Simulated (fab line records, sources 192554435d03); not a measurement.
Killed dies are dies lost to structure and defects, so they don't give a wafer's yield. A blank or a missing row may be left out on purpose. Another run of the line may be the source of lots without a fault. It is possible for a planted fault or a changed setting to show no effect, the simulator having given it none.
Which tool is to blame? ; flow n5 finfet ; 12 lots, 36 wafers sampled, at 1 step of a route of 1938

== WHAT THE GAUGES READ, wafer by wafer ==
N5_BEOL_M0_CUTY_CD_MEAS_57 targets a cd of 200 nm.
lot;measured;on;cd nm (nm)
L075;day 6 04:22;cd sem-03;199.0 198.6 199.7
L077;day 6 13:11;cd sem-01;200.7 199.4 199.9
L079;day 7 02:23;cd sem-02;198.7 198.5 198.8
L081;day 7 15:11;cd sem-01;198.8 198.2 198.3
L083;day 8 03:21;cd sem-01;201.0 199.1 199.2
L085;day 8 15:29;cd sem-01;200.0 199.2 201.4
L087;day 8 23:59;cd sem-02;198.3 200.0 198.8
L089;day 9 22:23;cd sem-02;200.0 200.8 199.4
L092;day 10 04:48;cd sem-02;200.8 201.7 200.0
L093;day 10 11:23;cd sem-01;200.1 199.3 198.9
L095;day 11 02:32;cd sem-03;200.7 199.7 199.4
L097;day 11 09:38;cd sem-01;200.1 200.0 200.9

== WHICH TOOL RAN EACH LOT (tool, then ch and the chambers of the sampled wafers, then the start) ==
Before these readings, the record contains no process step.

== THE ANSWER, worked out from the rows above alone ==
Rule: usual is defined by the lots themselves. Put in order of their means at a reading, lots are off if they are a third of the lots or fewer, leave a main group of 4 or more, and stand apart from it by a gap of 3 or more times the standard deviation of the main group's means; of several such gaps the widest counts. A main group whose means are all the same, to the digits that the tables above print for the reading, isn't used. Also off: a lot with no number at a reading for which 4 or more lots have one. Any other lot the step has rows for is counted as sound.
No lot is off on any of the readings shown, so nothing can be concluded from this.

== WHAT HAD BEEN PUT IN BY THE SIMULATOR ==
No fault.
